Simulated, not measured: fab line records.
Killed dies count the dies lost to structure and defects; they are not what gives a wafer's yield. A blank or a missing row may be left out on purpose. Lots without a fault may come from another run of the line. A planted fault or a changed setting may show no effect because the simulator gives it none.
Split-lot trial    flow n5_finfet    39 wafers read from 7 lots, route of 1938 steps

THE SPLIT
At N5_FIN_SAQP_HM_DEP_03 (deposits SiNx from SiH4/NH3/N2, target thk 38 nm, time 33.6 s), the setting target_thk_a was moved away from the recipe's 380 angstrom on 15 of the 39 wafers read, by -56.3% to +42.7%. All remaining wafers had this setting at the recipe value.

FROM THE SPLIT TO THE READING: what the file shows between them, 4 steps
- N5_FIN_SAQP_THK_MEAS_05
- N5_FIN_SAQP_PECVD_47: deposits a-Si from SiH4/He, target thk 45 nm, time 36.3 s
- N5_FIN_SAQP_PECVD_48: deposits SiNx from SiH4/NH3/N2, target thk 25 nm, time 22.1 s
- N5_FIN_SAQP_MANDREL2_REMOVE_60: chemistry HBr/Cl2/O2, target a-Si, stops on SiNx, bt time 10 s

THE READING
etch.depth_nm (the simulator's own value, which no gauge read), in nm, at N5_FIN_SAQP_HM_OPEN_33 (chemistry CH3F/O2, target SiNx, target depth 49.4 nm, time 70.6 s). The file gives no usual value for it. Here, 24 wafers ran the recipe; their average is 37.26 nm with a standard deviation of 0.41 nm.

wafer   tool, chamber at the split  target_thk_a as run, angstrom  against the recipe  etch.depth_nm, nm  against lot-mates on the recipe
L074.1  pecvd-04, 0                 380                            recipe              37.11              -
L074.2  pecvd-04, 1                 231.9                          -39.0%              22.25              -14.97
L074.3  pecvd-04, 0                 231.9                          -39.0%              23.02              -14.20
L074.4  pecvd-04, 1                 380                            recipe              37.15              -
L074.5  pecvd-04, 1                 380                            recipe              37.4               -
L074.6  pecvd-04, 0                 231.9                          -39.0%              22.86              -14.36
L076.1  pecvd-01, 0                 380                            recipe              36.03              -
L076.2  pecvd-01, 2                 230.7                          -39.3%              22.34              -14.68
L076.3  pecvd-01, 1                 380                            recipe              37.36              -
L076.4  pecvd-01, 2                 380                            recipe              37.66              -
L076.5  pecvd-01, 0                 230.7                          -39.3%              22.21              -14.81
L076.6  pecvd-01, 1                 230.7                          -39.3%              22.62              -14.40
L079.1  pecvd-01, 0                 542.1                          +42.7%              53.43              +15.69
L079.2  pecvd-01, 2                 542.1                          +42.7%              53.52              +15.78
L079.3  pecvd-01, 1                 542.1                          +42.7%              53.68              +15.94
L079.4  pecvd-01, 2                 380                            recipe              37.79              -
L079.5  pecvd-01, 1                 380                            recipe              37.98              -
L079.6  pecvd-01, 0                 380                            recipe              37.45              -
L087.1  pecvd-04, 2                 165.9                          -56.3%              15                 -22.06
L087.2  pecvd-04, 0                 380                            recipe              36.92              -
L087.3  pecvd-04, 1                 380                            recipe              37.02              -
L087.4  pecvd-04, 1                 165.9                          -56.3%              15.76              -21.30
L087.5  pecvd-04, 2                 165.9                          -56.3%              14.96              -22.10
L087.6  pecvd-04, 0                 380                            recipe              37.23              -
L090.1  pecvd-01, 2                 380                            recipe              37.17              -
L090.2  pecvd-01, 0                 380                            recipe              37.19              -
L090.3  pecvd-01, 1                 380                            recipe              36.93              -
L090.4  pecvd-01, 1                 380                            recipe              37.37              -
L090.5  pecvd-01, 2                 380                            recipe              37.47              -
L090.6  pecvd-01, 0                 380                            recipe              37.51              -
L091.3  pecvd-03, 1                 380                            recipe              36.79              -
L091.4  pecvd-03, 2                 380                            recipe              37.71              -
L091.5  pecvd-03, 0                 380                            recipe              37.6               -
L092.1  pecvd-03, 0                 454.8                          +19.7%              44.17              +7.04
L092.2  pecvd-03, 1                 380                            recipe              37.1               -
L092.3  pecvd-03, 2                 380                            recipe              36.63              -
L092.4  pecvd-03, 2                 454.8                          +19.7%              44.81              +7.68
L092.5  pecvd-03, 1                 380                            recipe              37.66              -
L092.6  pecvd-03, 0                 454.8                          +19.7%              45.21              +8.08

FIT RESULTS
A straight line over all 39 wafers: etch.depth_nm changes by +0.383 nm for each +1% of target_thk_a; r = +1.00; the points scatter about the line by 0.42 nm.
The same after taking each lot's own level away (the mean of its wafers on the recipe; 39 wafers): +0.378 nm for each +1%; r = +1.00; scatter 0.4 nm.
Per that fit: largest target_thk_a move, reading shift of 21 nm.
The span of the lots' own levels, 37.017 to 37.740 nm, comes to 1.7 times the standard deviation stated above.
The two slopes agree, so the slope changes little with the lot-to-lot level.
Check: -21.2 nm against its lot-mates is what the line predicts for one of the wafers moved furthest among these (-56.3%) when that wafer is left out of the fit. Against them it came out at -22.1 nm.

THE WHOLE CHAIN: every reading that the file lists as answering this split, in the file's order
step                     what it does                                                       reading                                                                             change (the file's fit)                r (the file's)
N5_FIN_SAQP_HM_DEP_03    deposits SiNx from SiH4/NH3/N2, target thk 38 nm, time 33.6 s      SiNx_of_FIN_SAQP_HM_DEP_03.thk_nm (the simulator's own value, which no gauge read)  +0.377 nm for each +1% of the setting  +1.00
N5_FIN_SAQP_THK_MEAS_05                                                                     thk_nm                                                                              withheld for each +1% of the setting   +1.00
N5_FIN_SAQP_HM_OPEN_33   chemistry CH3F/O2, target SiNx, target depth 49.4 nm, time 70.6 s  etch_rf_on_time_s                                                                   withheld for each +1% of the setting   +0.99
N5_FIN_SAQP_HM_OPEN_33   chemistry CH3F/O2, target SiNx, target depth 49.4 nm, time 70.6 s  etch.depth_nm (the simulator's own value, which no gauge read)                      +0.378 nm for each +1% of the setting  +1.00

THE FILE'S OWN FIT
etch.depth_nm changes by +0.378 nm for each +1% of target_thk_a, r = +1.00.
